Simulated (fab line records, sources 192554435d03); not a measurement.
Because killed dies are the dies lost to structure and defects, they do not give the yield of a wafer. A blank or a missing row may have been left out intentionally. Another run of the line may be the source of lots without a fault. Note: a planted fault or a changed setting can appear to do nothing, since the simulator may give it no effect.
Struck lot and sound lot, side by side    flow n5_finfet    15 steps out of a route of 1938
Sound: wafers L768.1, L768.2, L768.3. Struck: wafers L769.2, L769.5 (left out: L769.6, a lot-mate that was not struck); the cause follows at the end.
Order at every step that has rows: each side's tool, ch and its chambers, its first start. Under that, the readings that differ: sound wafers    struck wafers    difference of the means    sigmas: that difference in standard deviations of wafers without a fault.
alike: readings with means less than 2 such deviations apart, plus words and numbers identical on both sides. not compared: withheld readings, readings lacking a value on some wafer, bounds such as >300 that could conceal the same value, and numbers that have no deviation in the record and whose values overlap.
A row with sigmas, a row that says differs or no value, or rows on one side alone: a step with any of these is where the two part. Non-overlapping numbers with no deviation appear without sigmas and do not part them. Lack of a reading on every wafer of one side parts them only where that side has two or more wafers.

N5_SD_ACTIVATION_RS_MEAS_03: the measuring method here is four-point-probe.
  sound: film_metro-02 at day 7 00:08; struck: film_metro-02 at day 7 06:47
reading           sound           struck     difference  sigmas
RS_SD_P (ohm/sq)  55.2 54.5 55.0  55.8 57.2  +1.6        +2
  alike: RS_SD_N
N5_SD_ACTIVATION_INSPECT_02: inspects for defects (darkfield).
  sound: defect_inspect-02 at day 7 00:28; struck: defect_inspect-02 at day 7 07:05
  alike: raw_defect_count
N5_ILD0_LINER_00: material SiNx, target thk 4 nm, pulse time 1 s, purge time 2 s.
  sound on ald_sin-01 ch 0,2,3, day 7 00:46; struck on ald_sin-01 ch 1,2, day 7 07:40
  alike: heater_power_w, precursor_pulse_height_rel
  not compared: since_wet_clean_h
then, 2 steps without rows for these wafers: N5_ILD0_FCVD_FILL_01 (material SiO2 flowable, target thk 200 nm, time 328.3 s); N5_ILD0_CURE_02 (time 1800 s).
N5_ILD0_CMP_03: polishes, stops on SiNx, t overpolish 1.9 s, target thk 197.38 nm.
  sound on cmp-01 ch 0,1,2, day 7 03:08; struck on cmp-01 ch 1, day 7 10:01
reading               sound              struck       difference  sigmas
overpolish_run_s (s)  1.888 1.888 1.884  1.899 1.912  +0.019      +2
  alike: motor_current_A, platen_rpm, time_to_endpoint_s
N5_ILD0_THK_MEAS_04:
  sound: film_metro-01 at day 7 03:25; struck: film_metro-01 at day 7 10:19
  alike: thk_nm
N5_ILD0_CMP_07: polishes SiO2 flowable, stops on poly-Si, t overpolish 1.18 s, target thk 138.88 nm.
  sound on cmp-01 ch 0,1,2, day 7 03:29; struck on cmp-01 ch 0,2, day 7 10:25
  alike: motor_current_A, platen_rpm
N5_ILD0_THK_MEAS_08:
  sound: film_metro-01 at day 7 03:45; struck: film_metro-01 at day 7 10:38
  alike: thk_nm
then, 1 step without rows for these wafers: N5_ILD0_PRECLEAN_10 (cleans in NF3:NH3, afs cycles 5, time 20 s, sublimation time 60 s).
N5_ILD0_ALD_15: deposits SiNx, target thk 24 nm, pulse time 1 s, ald cycles 480.
  sound on ald_sin-01 ch 0,1,3, day 7 05:29; struck on ald_sin-03 ch 2,3, day 7 11:52
  alike: heater_power_w, precursor_pulse_height_rel
  not compared: since_wet_clean_h
N5_ILD0_CMP_12: polishes SiNx, stops on poly-Si, t overpolish 6 s, target thk 17.67 nm.
  sound on cmp-02 ch 0,2,3, day 7 07:41; struck on cmp-01 ch 0,3, day 7 14:09
reading                 sound           struck     difference  sigmas
time_to_endpoint_s (s)  31.9 29.5 29.8  15.2 16.8  -14.4       -6
  alike: motor_current_A, overpolish_run_s, platen_rpm
N5_ILD0_THK_MEAS_13:
  sound: film_metro-01 at day 7 07:59; struck: film_metro-01 at day 7 14:22
reading      sound           struck     difference  sigmas
thk_nm (nm)  18.1 18.9 17.7  15.4 15.4  -2.8        -3
-- the record jumps here: 4 days lie between the struck wafers' starts before and after (it left off in module ILD0 and takes up again in module BEOL_M4, whose first step shown is number 1111 of the route) --
N5_BEOL_M4_RC_MEAS_101:
  sound on prober-01 ch 0, day 11 13:05; struck on prober-02 ch 0, day 11 15:51
reading         sound              struck       difference  sigmas
DIBL_N (mV/V)   38.4 35.8 34.6     38.9 39.8    +3.1        +2
DIBL_P (mV/V)   35.7 34.0 32.4     37.2 37.9    +3.5        +2
IOFF_P (nA/um)  0.193 0.165 0.148  0.230 0.230  +0.061      +2
SS_P (mV/dec)   73.8 72.9 72.7     74.7 74.5    +1.5        +3
  alike: IOFF_N, ION_N, ION_P, SS_N, VT_N, VT_P
-- a jump in the record: the struck wafers' starts before and after are 4 days apart (it breaks off in module BEOL_M4 and resumes in module PASSIVATION, where the first step shown is number 1936 of the route) --
N5_PASSIVATION_PROBE_49:
  the record has rows for the struck wafers here (prober-01, day 16 03:41) and none for the sound ones

WHERE THEY PART
At N5_SD_ACTIVATION_RS_MEAS_03 first; at N5_PASSIVATION_PROBE_49 last (within this record only).

WHY: whatever the simulator had introduced
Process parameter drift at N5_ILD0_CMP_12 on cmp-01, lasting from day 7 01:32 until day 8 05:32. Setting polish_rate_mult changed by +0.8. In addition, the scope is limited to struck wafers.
